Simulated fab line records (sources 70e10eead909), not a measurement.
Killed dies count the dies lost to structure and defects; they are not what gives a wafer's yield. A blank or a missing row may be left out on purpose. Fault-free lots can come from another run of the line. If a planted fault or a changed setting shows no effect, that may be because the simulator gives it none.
The same fault as seen by 2 desks ; flow nandHarc ; only its own numbers are on each desk; what lay behind them is given at the end

THE DEFECT DESK
What the inspections along the route counted, lot by lot: means of the sampled wafers that have a number. Marked OUT: a lot whose mean sits more than 4 standard deviations from the usual mean, which makes it out of limits; the brackets give that distance.
Columns: A = rawDefectCount at NHARC_P_M1_INSPECT_11, usual 4.6
lot;first seen here;A
L812;day 7 16:26;6.7
L814;day 8 07:33;2.0
L816;day 9 04:45;2.3
L817;day 9 10:19;8.0
L819;day 10 10:05;4.3
L820;day 10 20:23;10.3
L821;day 11 00:07;3.7
L822;day 11 14:43;2.0
L823;day 12 07:21;4.0
L824;day 12 08:14;9.3
L829;day 14 13:19;2.3
L830;day 15 03:47;5.7
L831;day 15 12:35;3.7
L832;day 15 23:05;3.3
Finding of this desk: none of the 14 lots has anything out of limits.

DESK OF THE TOOL OWNER: ecdCu-02
The tool's own readings at NHARC_P_M1_ECD_22 (material Cu, target thk 400 nm): means of the sampled wafers that have a number, for each lot that ran on this tool. Marked OUT: a lot whose mean sits more than 4 standard deviations from the usual mean, which makes it out of limits; the brackets give that distance.
Columns: A = bathTempC at NHARC_P_M1_ECD_22, usual 24.98 C
lot;first seen here;A
L812;day 7 17:53;24.92
L814;day 8 09:11;24.98
L816;day 9 06:11;24.95
L817;day 9 11:47;24.96
L819;day 10 11:44;25.08
L822;day 11 16:13;25.10
L824;day 12 10:08;24.96
L830;day 15 05:16;24.84
L832;day 16 00:39;25.05
Finding of this desk: none of the 9 lots has anything out of limits.

PUT TOGETHER
Nothing out of limits was seen by the defect desk.
The tool owner's desk saw nothing out of limits.

WHAT THE SIMULATOR HAD PUT IN
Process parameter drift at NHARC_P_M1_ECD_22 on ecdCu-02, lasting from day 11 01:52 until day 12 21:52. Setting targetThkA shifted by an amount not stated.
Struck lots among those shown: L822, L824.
